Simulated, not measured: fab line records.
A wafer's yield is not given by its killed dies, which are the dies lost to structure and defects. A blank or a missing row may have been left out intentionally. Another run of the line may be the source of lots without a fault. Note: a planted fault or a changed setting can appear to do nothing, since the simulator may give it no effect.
fab line records    flow n5_finfet
[record] lots = 7  wafers = 39
route steps=1938 shown FIN_SAQP@100 SD_EPI_P@321 SD_ACTIVATION@330 HKMG_FIN@386
start_h: hours from the record's opening day to when the first of the lot's shown wafers began    wait_h: time in hours since the lot's previous step    " same as the row above    L1.1+2: one row covering several wafers at once    - no value, or no start given    * or withheld: withheld    < > ~ a bound
route shown NAME@n: names a module that has steps shown in the file, with the first one's number in the route    usual: mean and standard deviation over wafers with no fault    same: alike in all rows    chamber/n: place in a boat    sites: readings site by site    _std_site: standard deviation across them    _edge_site: the outer-site mean with the inner-site mean subtracted    radius_mm: for every site, how far away it sits from the centre of the wafer    mask NAME#n: copy n    behind: the last tool/chamber to shape the wafer    hold: why the lot was held/for how many hours/how that ended    device: names the non-switching transistor (n, p or np)    end of line: at the end of the route, the tests of the same wafers    step lacking rows: just its recipe    killed: dies that structure and defects cost at the first sort, which is not the same as the wafer's yield    map: a wafer's dies, marking killed ones x, the rest . and places with no die _
set.NAME: the setting that was run; set.NAME@STEP: the one run at that earlier step    model.NAME: the simulator's own value behind a step, which no gauge read
lots run with intentionally changed settings; tables by step, rows by wafer
[[steps]]
[step N5_FIN_SAQP_PECVD_06]
[recipe] material = a-Si  target_thk_a = 600  temp_c = 400  precursor = SiH4/He  pressure_torr = 3  rf_w = 100  time_s = 48.1
lot.wafer  tool      chamber  start_h  wait_h  set.time_s  model.a-Si_of_FIN_SAQP_PECVD_06.thk_nm
L075.1     pecvd-04  0        29.30    0.0     48.1        59.85
L075.2     "         1        "        "       48.1        58.47
L075.3     "         2        "        "       48.1        58.56
L075.4     "         0        "        "       48.1        60.63
L075.5     "         1        "        "       48.1        58.78
L075.6     "         2        "        "       48.1        59.24
L078.1     pecvd-04  0        45.75    0.0     48.1        60.83
L078.4     "         1        "        "       48.1        60.31
L078.6     "         2        "        "       48.1        59.94
L079.1     pecvd-03  2        51.98    0.0     57.78       70.54
L079.2     "         0        "        "       48.1        59.09
L079.3     "         1        "        "       57.78       70.29
L079.4     "         2        "        "       48.1        60.27
L079.5     "         1        "        "       57.78       71.18
L079.6     "         0        "        "       48.1        59.63
L083.1     pecvd-04  2        76.06    0.0     48.1        59.24
L083.2     "         1        "        "       33.55       40.93
L083.3     "         0        "        "       33.55       41.78
L083.4     "         0        "        "       33.55       42.9
L083.5     "         2        "        "       48.1        59.73
L083.6     "         1        "        "       48.1        59.3
L084.1     pecvd-01  0        80.83    0.0     40.73       48.87
L084.2     "         1        "        "       48.1        59.38
L084.3     "         2        "        "       48.1        60.66
L084.4     "         2        "        "       40.73       52.43
L084.5     "         1        "        "       48.1        60.43
L084.6     "         0        "        "       40.73       50.06
L089.1+3   pecvd-03  1,2      112.27   0.0     48.1        59.42
L089.2     "         0        "        "       48.1        59.04
L089.4     "         2        "        "       48.1        60.46
L089.5     "         1        "        "       48.1        60.22
L089.6     "         0        "        "       48.1        60.66
L095.1     pecvd-01  0        148.06   0.0     48.1        57.82
L095.2     "         1        "        "       48.1        58.02
L095.3     "         2        "        "       48.1        59.67
L095.4     "         2        "        "       48.1        60.36
L095.5     "         1        "        "       48.1        59.23
L095.6     "         0        "        "       48.1        58.96
[step N5_FIN_SAQP_THK_MEAS_07]
[usual] thk_nm = 59.4/0.92
lot.wafer  tool           chamber  start_h  wait_h  set.time_s@FIN_SAQP_PECVD_06  thk_nm
L075.1     film_metro-01  -        29.38    0.1     48.1                          59.9
L075.2     "              -        "        "       48.1                          58.4
L075.3     "              -        "        "       48.1                          58.5
L075.4     "              -        "        "       48.1                          60.6
L075.5     "              -        "        "       48.1                          58.8
L075.6     "              -        "        "       48.1                          59.2
L078.1     film_metro-01  -        45.84    0.1     48.1                          60.9
L078.4     "              -        "        "       48.1                          60.3
L078.6     "              -        "        "       48.1                          60.0
L079.1     film_metro-02  -        52.07    0.1     57.78                         70.5
L079.2     "              -        "        "       48.1                          59.1
L079.3     "              -        "        "       57.78                         70.3
L079.4     "              -        "        "       48.1                          60.3
L079.5     "              -        "        "       57.78                         71.3
L079.6     "              -        "        "       48.1                          59.6
L083.1     film_metro-02  -        76.15    0.1     48.1                          59.2
L083.2     "              -        "        "       33.55                         40.9
L083.3     "              -        "        "       33.55                         41.8
L083.4     "              -        "        "       33.55                         42.9
L083.5     "              -        "        "       48.1                          59.7
L083.6     "              -        "        "       48.1                          59.3
L084.1     film_metro-02  -        80.92    0.1     40.73                         48.8
L084.2     "              -        "        "       48.1                          59.4
L084.3     "              -        "        "       48.1                          60.7
L084.4     "              -        "        "       40.73                         52.5
L084.5     "              -        "        "       48.1                          60.4
L084.6     "              -        "        "       40.73                         50.0
L089.1     film_metro-02  -        112.36   0.1     48.1                          59.4
L089.2     "              -        "        "       48.1                          59.1
L089.3     "              -        "        "       48.1                          59.4
L089.4     "              -        "        "       48.1                          60.5
L089.5     "              -        "        "       48.1                          60.2
L089.6     "              -        "        "       48.1                          60.7
L095.1     film_metro-01  -        148.15   0.1     48.1                          57.8
L095.2     "              -        "        "       48.1                          58.0
L095.3     "              -        "        "       48.1                          59.7
L095.4     "              -        "        "       48.1                          60.3
L095.5     "              -        "        "       48.1                          59.2
L095.6     "              -        "        "       48.1                          59.0
[step N5_FIN_SAQP_HM_DEP_72]
[recipe] material = SiO2  target_thk_a = 120  temp_c = 400  precursor = SiH4/N2O  pressure_torr = 0.75  rf_w = 275  time_s = 7.2
[step N5_FIN_SAQP_COAT_49]
[recipe] resist = SOC  temp_c = 250  time_s = 60  spin_rpm = 1500  resist_thk_nm = 100
[step N5_FIN_SAQP_HM_OPEN_73]
[recipe] chemistry = CHF3/O2  target = SiO2  stop_on = a-Si  target_depth_a = 120  over_etch_frac = 1.8  mask_material = SOC  time_s = 16.8  pressure_mtorr = 30  source_w = 650  bias_w = 170  Ar_flow_sccm = 200  CHF3_flow_sccm = 50  O2_flow_sccm = 5  ion_energy_ev = 200  ends = end_point
[step N5_FIN_SAQP_STRIP_74]
[recipe] chemistry = CHF3/O2  resist = SiARC  rf_frequency_hz = 6e+07
[step N5_FIN_SAQP_MANDREL_ETCH_22]
[recipe] target_depth_a = 600  chemistry = HBr/Cl2  target = a-Si  stop_on = SiNx  bt_time_s = 10  over_etch_frac = 0.5  time_s = 30  pressure_mtorr = 10  icp_w = 800  bias_w = 75  HBr_flow_sccm = 150  Cl2_flow_sccm = 80  ends = end_point
[usual] oes_product_au = 0.765/0.014
lot.wafer  tool       chamber  start_h  wait_h  set.time_s@FIN_SAQP_PECVD_06  oes_product_au  model.etch.depth_nm
L075.1     rie_si-02  0        30.25    0.0     48.1                          0.774           59.85
L075.2     "          2        "        "       48.1                          0.749           58.41
L075.3     "          3        "        "       48.1                          0.771           58.56
L075.4     "          1        "        "       48.1                          0.783           60.43
L075.5     "          0        "        "       48.1                          0.765           58.78
L075.6     "          3        "        "       48.1                          0.771           59.19
L078.1     rie_si-02  0        46.72    0.0     48.1                          0.779           60.83
L078.4     "          2        "        "       48.1                          0.765           60.27
L078.6     "          1        "        "       48.1                          0.782           59.9
L079.1     rie_si-02  3        52.93    0.0     57.78                         0.864           70.54
L079.2     "          1        "        "       48.1                          0.774           59.09
L079.3     "          0        "        "       57.78                         0.856           70.25
L079.4     "          2        "        "       48.1                          0.755           60.18
L079.5     "          2        "        "       57.78                         0.845           71.18
L079.6     "          3        "        "       48.1                          0.772           59.54
L083.1     rie_si-05  2        77.08    0.0     48.1                          0.748           59.24
L083.2     "          1        "        "       33.55                         0.624           40.88
L083.3     "          3        "        "       33.55                         0.613           41.69
L083.4     "          0        "        "       33.55                         0.652           42.9
L083.5     "          2        "        "       48.1                          0.754           59.73
L083.6     "          1        "        "       48.1                          0.771           59.3
L084.1     rie_si-02  3        81.78    0.0     40.73                         0.693           48.87
L084.2     "          1        "        "       48.1                          0.780           59.38
L084.3     "          2        "        "       48.1                          0.764           60.57
L084.4     "          0        "        "       40.73                         0.714           52.39
L084.5     "          0        "        "       48.1                          0.780           60.34
L084.6     "          3        "        "       40.73                         0.702           50.02
L089.1     rie_si-02  3        113.23   0.0     48.1                          0.775           59.37
L089.2     "          0        "        "       48.1                          0.772           59.04
L089.3     "          1        "        "       48.1                          0.776           59.21
L089.4     "          2        "        "       48.1                          0.766           60.46
L089.5     "          3        "        "       48.1                          0.786           60.22
L089.6     "          2        "        "       48.1                          0.761           60.61
L095.1     rie_si-02  3        148.92   0.0     48.1                          0.760           57.82
L095.2     "          2        "        "       48.1                          0.736           57.81
L095.3     "          1        "        "       48.1                          0.778           59.62
L095.4     "          0        "        "       48.1                          0.766           60.36
L095.5     "          0        "        "       48.1                          0.766           59.23
L095.6     "          1        "        "       48.1                          0.773           58.96
[step N5_SD_EPI_P_EPI_21]
[recipe] material = SiGe:B  dopant = B  temp_c = 550  pressure_torr = 20  ambient = H2  time_s = 355
lot.wafer   tool          chamber  start_h  wait_h  set.time_s  model.SiGe-B_of_SD_EPI_P_EPI_21.thk_nm
L075.1+5    epi_rpcvd-01  0        66.08    0.2     433         70
L075.2+4    "             0        "        "       355         61.2
L075.3      "             0        "        "       433         70.4
L075.6      "             0        68.48    2.4     355         61.4
L078.1      epi_rpcvd-03  0        79.82    0.1     355         60
L078.4+6    "             0        80.90    1.1     355         60.2
L079.1      epi_rpcvd-03  0        84.82    0.1     355         60.4
L079.2      "             0        "        "       421.7       69
L079.3      "             0        "        "       421.7       68.6
L079.4      "             0        "        "       355         61
L079.5      "             0        "        "       421.7       69.2
L079.6      "             0        "        "       355         60.8
L083.1+3    epi_rpcvd-04  0        108.51   0.1     355         60.6
L083.2+4+6  "             0        "        "       143.8       26.4
L083.5      "             0        110.43   1.9     355         60.8
L084.1      epi_rpcvd-04  0        118.79   0.2     181.9       33.8
L084.2      "             0        "        "       181.9       33.4
L084.3+4    "             0        "        "       355         60.6
L084.5      "             0        "        "       181.9       33.6
L084.6      "             0        "        "       355         60.8
L089.1      epi_rpcvd-04  0        146.50   0.3     172.9       32.4
L089.2      "             0        "        "       172.9       32
L089.3      "             0        "        "       355         61.2
L089.4      "             0        "        "       355         60.2
L089.5      "             0        "        "       172.9       31.8
L089.6      "             0        "        "       355         60.4
L095.1      epi_rpcvd-03  0        179.94   0.1     355         60.6
L095.2      "             0        "        "       355         60.8
L095.3      "             0        "        "       471.3       74.8
L095.4      "             0        "        "       471.3       73
L095.5      "             0        "        "       355         61.2
L095.6      "             0        "        "       471.3       74
[step N5_SD_EPI_P_EPI_MEAS_23]
[recipe] mode = xrd
[usual] thk_nm = 60.8/1.2
lot.wafer  tool           chamber  start_h  wait_h  set.time_s@SD_EPI_P_EPI_21  thk_nm
L075.1     film_metro-02  -        69.00    2.4     433                         67.6
L075.2     "              -        "        "       355                         61.1
L075.3     "              -        "        "       433                         70.9
L075.4     "              -        "        "       355                         61.5
L075.5     "              -        "        "       433                         69.6
L075.6     "              -        "        "       355                         61.2
L078.1     film_metro-02  -        82.02    1.8     355                         61.2
L078.4     "              -        "        "       355                         59.4
L078.6     "              -        "        "       355                         61.7
L079.1     film_metro-02  -        87.02    1.8     355                         60.2
L079.2     "              -        "        "       421.7                       68.8
L079.3     "              -        "        "       421.7                       67.1
L079.4     "              -        "        "       355                         61.3
L079.5     "              -        "        "       421.7                       71.0
L079.6     "              -        "        "       355                         62.5
L083.1     film_metro-02  -        111.42   2.4     355                         60.6
L083.2     "              -        "        "       143.8                       25.7
L083.3     "              -        "        "       355                         59.7
L083.4     "              -        "        "       143.8                       27.0
L083.5     "              -        "        "       355                         62.0
L083.6     "              -        "        "       143.8                       26.7
L084.1     film_metro-01  -        121.73   2.5     181.9                       33.0
L084.2     "              -        "        "       181.9                       32.3
L084.3     "              -        "        "       355                         59.8
L084.4     "              -        "        "       355                         60.7
L084.5     "              -        "        "       181.9                       35.1
L084.6     "              -        "        "       355                         61.0
L089.1     film_metro-01  -        150.38   3.3     172.9                       33.0
L089.2     "              -        "        "       172.9                       33.2
L089.3     "              -        "        "       355                         60.8
L089.4     "              -        "        "       355                         60.7
L089.5     "              -        "        "       172.9                       32.0
L089.6     "              -        "        "       355                         60.1
L095.1     film_metro-01  -        182.13   1.8     355                         60.8
L095.2     "              -        "        "       355                         61.3
L095.3     "              -        "        "       471.3                       74.1
L095.4     "              -        "        "       471.3                       72.9
L095.5     "              -        "        "       355                         60.6
L095.6     "              -        "        "       471.3                       72.7
[step N5_SD_EPI_P_HM_STRIP_48]
[recipe] chemistry = H3PO4  temp_c = 160  material = SiNx  target = SiNx  target_depth_a = 30  overetch_fraction = 0.3
lot.wafer   tool          chamber  start_h  wait_h  set.time_s@SD_EPI_P_EPI_21  model.SiGe-B_of_SD_EPI_P_EPI_21.thk_nm
L075.1+5    wet_bench-06  7,3      69.04    0.0     433                         69.6
L075.2      "             4        "        "       355                         60.8
L075.3      "             2        "        "       433                         70.2
L075.4+6    "             6,5      "        "       355                         61
L078.1      wet_bench-05  0        82.05    0.0     355                         59.8
L078.4+6    "             3,1      "        "       355                         60
L079.1      wet_bench-01  5        87.06    0.0     355                         60.2
L079.2      "             7        "        "       421.7                       68.6
L079.3      "             0        "        "       421.7                       68.2
L079.4+6    "             6,2      "        "       355                         60.6
L079.5      "             1        "        "       421.7                       69
L083.1      wet_bench-06  6        111.46   0.0     355                         60.2
L083.2      "             1        "        "       143.8                       26.4
L083.3+5    "             2,0      "        "       355                         60.4
L083.4+6    "             7,3      "        "       143.8                       26.2
L084.1      wet_bench-01  5        121.76   0.0     181.9                       33.6
L084.2      "             6        "        "       181.9                       33.2
L084.3+4+6  "             2,1,0    "        "       355                         60.4
L084.5      "             7        "        "       181.9                       33.4
L089.1      wet_bench-01  7        150.41   0.0     172.9                       32.2
L089.2      "             5        "        "       172.9                       32
L089.3      "             4        "        "       355                         61
L089.4+6    "             6,3      "        "       355                         60
L089.5      "             0        "        "       172.9                       31.6
L095.1      wet_bench-06  4        182.17   0.0     355                         60.2
L095.2      "             0        "        "       355                         60.6
L095.3      "             2        "        "       471.3                       74.4
L095.4      "             5        "        "       471.3                       72.6
L095.5      "             1        "        "       355                         61
L095.6      "             3        "        "       471.3                       73.8
[step N5_SD_EPI_P_SRD_49]
[recipe] dry = ipa_marangoni  time_s = 30  temp_c = 23  rinse_liquid = diw
[step N5_SD_EPI_P_PRECLEAN_24]
[recipe] chemistry = O3/DIW  time_s = 45  temp_c = 22  o3_ppm = 10
[step N5_SD_ACTIVATION_RTA_00]
[recipe] temp_c = 975  time_s = 0  ambient = N2  idle_temp_c = 600  ramp_up_c_per_s = 150  ramp_down_c_per_s = 60  cool_to_c = 600
[step N5_SD_ACTIVATION_LSA_01]
[recipe] temp_c = 1080  time_s = 0.0008  ambient = N2
[step N5_SD_ACTIVATION_RS_MEAS_03]
[recipe] thk_meas_gauge = four-point-probe
[usual] RS_SD_N = 21.91/0.29  RS_SD_P = 56.4/0.82
lot.wafer  tool           chamber  start_h  wait_h  set.time_s@SD_EPI_P_EPI_21  RS_SD_N[ohm/sq]  RS_SD_P[ohm/sq]
L075.1     film_metro-02  -        69.73    0.2     433                         21.95            48.6
L075.2     "              -        "        "       355                         22.21            55.2
L075.3     "              -        "        "       433                         22.21            48.2
L075.4     "              -        "        "       355                         21.75            55.6
L075.5     "              -        "        "       433                         21.59            48.9
L075.6     "              -        "        "       355                         21.66            56.1
L078.1     film_metro-01  -        82.63    0.2     355                         21.65            58.2
L078.4     "              -        "        "       355                         22.09            58.0
L078.6     "              -        "        "       355                         21.92            58.3
L079.1     film_metro-02  -        87.63    0.2     355                         22.34            55.8
L079.2     "              -        "        "       421.7                       22.07            49.1
L079.3     "              -        "        "       421.7                       22.72            49.6
L079.4     "              -        "        "       355                         22.06            56.0
L079.5     "              -        "        "       421.7                       22.33            49.0
L079.6     "              -        "        "       355                         22.34            55.9
L083.1     film_metro-01  -        112.07   0.2     355                         21.89            55.4
L083.2     "              -        "        "       143.8                       21.87            128.4
L083.3     "              -        "        "       355                         22.52            55.8
L083.4     "              -        "        "       143.8                       21.69            128.0
L083.5     "              -        "        "       355                         22.11            55.7
L083.6     "              -        "        "       143.8                       21.70            129.5
L084.1     film_metro-02  -        122.40   0.2     181.9                       22.16            102.0
L084.2     "              -        "        "       181.9                       22.57            103.3
L084.3     "              -        "        "       355                         21.95            57.0
L084.4     "              -        "        "       355                         22.18            57.1
L084.5     "              -        "        "       181.9                       21.81            102.6
L084.6     "              -        "        "       355                         22.27            56.9
L089.1     film_metro-02  -        151.00   0.2     172.9                       22.18            105.9
L089.2     "              -        "        "       172.9                       21.91            107.5
L089.3     "              -        "        "       355                         21.84            56.2
L089.4     "              -        "        "       355                         21.41            57.0
L089.5     "              -        "        "       172.9                       21.90            108.3
L089.6     "              -        "        "       355                         22.05            56.6
L095.1     film_metro-01  -        182.75   0.2     355                         21.93            57.2
L095.2     "              -        "        "       355                         21.68            56.9
L095.3     "              -        "        "       471.3                       21.91            46.4
L095.4     "              -        "        "       471.3                       22.06            47.5
L095.5     "              -        "        "       355                         21.88            56.3
L095.6     "              -        "        "       471.3                       22.18            47.2
[step N5_HKMG_FIN_HK_ALD_01]
[recipe] material = HfO2  target_thk_a = 16  temp_c = withheld  ald_precursor_family = HfCl4  ald_co_reactant = H2O  pulse_time_s = 3  purge_time_s = 3  co_reactant_purge_time_s = 2.5  co_reactant_pulse_time_s = 0.3  ald_cycles = 30
lot.wafer         tool       chamber      start_h  wait_h  set.ald_cycles  model.HfO2_of_HKMG_FIN_HK_ALD_01.thk_nm
L075.1+3+4        ald_hk-01  0,3,1        82.33    0.0     30              1.6
L075.2+5+6        "          2,0,3        "        "       22              1.2
L078.1+4+6        ald_hk-03  1,3,2        94.74    0.0     30              1.6
L079.1+2+3        ald_hk-02  0,2,1        99.83    0.0     30              1.6
L079.4+5+6        "          3,3,2        "        "       45              2.4
L083.1+2+3+4+5+6  ald_hk-02  1,0,2,3,2,1  123.78   0.0     30              1.6
L084.1+2+4        ald_hk-03  0,3,1        134.42   0.0     30              1.6
L084.3+5+6        "          2,1,0        "        "       39              2
L089.1+5+6        ald_hk-03  2,0,3        162.50   0.0     30              1.6
L089.2+3+4        "          0,3,1        "        "       42              2.2
L095.1+3+6        ald_hk-01  3,1,0        196.19   0.0     30              1.6
L095.2+4          "          0,2          "        "       21              1.2
L095.5            "          3            "        "       21              1
[step N5_HKMG_FIN_HK_ANNEAL_02]
[recipe] temp_c = 700  time_s = 30  ambient = N2  idle_temp_c = 600  ramp_up_c_per_s = 150  ramp_down_c_per_s = 60  cool_to_c = 600
[step N5_HKMG_FIN_ALD_74]
[recipe] material = La2O3  target_thk_a = 5  temp_c = 250  ald_precursor_family = La-Cp  ald_co_reactant = O3  pulse_time_s = 6  co_reactant_pulse_time_s = 1  purge_time_s = 3  co_reactant_purge_time_s = 3
[step N5_HKMG_FIN_WET_ETCH_82]
[recipe] chemistry = dHCl  mix = 1:10000  temp_c = 25  target = La2O3  stop_on = HfO2  target_depth_nm = 2  dry = ipa_marangoni  rinse_time_s = 30  rinse_temp_c = 23
[step N5_HKMG_FIN_ALD_36]
[recipe] material = TiN  target_thk_a = 10  temp_c = 400  ald_precursor_family = TiCl4  ald_co_reactant = NH3  pulse_time_s = 1  purge_time_s = 3  co_reactant_purge_time_s = 2  co_reactant_pulse_time_s = 2  ald_cycles = 47  pressure_torr = 3
[step N5_HKMG_FIN_THK_MEAS_70]
[recipe] thk_meas_gauge = xrf  reads = HfO2_of_HKMG_FIN_HK_ALD_01
[usual] HK_THK = 1.599/0.022
lot.wafer  tool           chamber  start_h  wait_h  set.ald_cycles@HKMG_FIN_HK_ALD_01  HK_THK[nm]
L075.1     film_metro-02  -        85.64    0.2     30                                 1.624
L075.2     "              -        "        "       22                                 1.161
L075.3     "              -        "        "       30                                 1.601
L075.4     "              -        "        "       30                                 1.579
L075.5     "              -        "        "       22                                 1.158
L075.6     "              -        "        "       22                                 1.186
L078.1     film_metro-02  -        98.05    0.2     30                                 1.610
L078.4     "              -        "        "       30                                 1.590
L078.6     "              -        "        "       30                                 1.602
L079.1     film_metro-02  -        103.20   0.2     30                                 1.608
L079.2     "              -        "        "       30                                 1.641
L079.3     "              -        "        "       30                                 1.601
L079.4     "              -        "        "       45                                 2.439
L079.5     "              -        "        "       45                                 2.427
L079.6     "              -        "        "       45                                 2.448
L083.1     film_metro-01  -        127.23   0.2     30                                 1.578
L083.2     "              -        "        "       30                                 1.574
L083.3     "              -        "        "       30                                 1.600
L083.4     "              -        "        "       30                                 1.597
L083.5     "              -        "        "       30                                 1.600
L083.6     "              -        "        "       30                                 1.596
L084.1     film_metro-02  -        137.92   0.2     30                                 1.594
L084.2     "              -        "        "       30                                 1.621
L084.3     "              -        "        "       39                                 2.085
L084.4     "              -        "        "       30                                 1.592
L084.5     "              -        "        "       39                                 2.037
L084.6     "              -        "        "       39                                 2.119
L089.1     film_metro-02  -        166.31   0.2     30                                 1.634
L089.2     "              -        "        "       42                                 2.235
L089.3     "              -        "        "       42                                 2.214
L089.4     "              -        "        "       42                                 2.257
L089.5     "              -        "        "       30                                 1.619
L089.6     "              -        "        "       30                                 1.626
L095.1     film_metro-02  -        200.80   0.2     30                                 1.571
L095.2     "              -        "        "       21                                 1.093
L095.3     "              -        "        "       30                                 1.580
L095.4     "              -        "        "       21                                 1.080
L095.5     "              -        "        "       21                                 1.109
L095.6     "              -        "        "       30                                 1.585
[[key]]
[split] step = N5_FIN_SAQP_PECVD_06  setting = time_s  stated = 48.1  by = wafer
[response] step = N5_FIN_SAQP_PECVD_06  reading = model.a-Si_of_FIN_SAQP_PECVD_06.thk_nm  change = +0.58  per = 1%  r = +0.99
[response] step = N5_FIN_SAQP_THK_MEAS_07  reading = thk_nm  change = *  per = 1%  r = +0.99
[response] step = N5_FIN_SAQP_MANDREL_ETCH_22  reading = oes_product_au  change = +0.00434  per = 1%  r = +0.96
[response] step = N5_FIN_SAQP_MANDREL_ETCH_22  reading = model.etch.depth_nm  change = +0.581  per = 1%  r = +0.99
[split] step = N5_SD_EPI_P_EPI_21  setting = time_s  stated = 355  by = wafer
[response] step = N5_SD_EPI_P_EPI_21  reading = model.SiGe-B_of_SD_EPI_P_EPI_21.thk_nm  change = +0.535  per = 1%  r = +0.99
[response] step = N5_SD_EPI_P_EPI_MEAS_23  reading = thk_nm  change = *  per = 1%  r = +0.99
[response] step = N5_SD_EPI_P_HM_STRIP_48  reading = model.SiGe-B_of_SD_EPI_P_EPI_21.thk_nm  change = +0.533  per = 1%  r = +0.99
[response] step = N5_SD_ACTIVATION_RS_MEAS_03  reading = RS_SD_P  change = -0.934  per = 1%  r = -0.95
[split] step = N5_HKMG_FIN_HK_ALD_01  setting = ald_cycles  stated = 30  by = wafer
[response] step = N5_HKMG_FIN_HK_ALD_01  reading = model.HfO2_of_HKMG_FIN_HK_ALD_01.thk_nm  change = +0.0152  per = 1%  r = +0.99
[response] step = N5_HKMG_FIN_THK_MEAS_70  reading = HK_THK  change = +0.016  per = 1%  r = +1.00
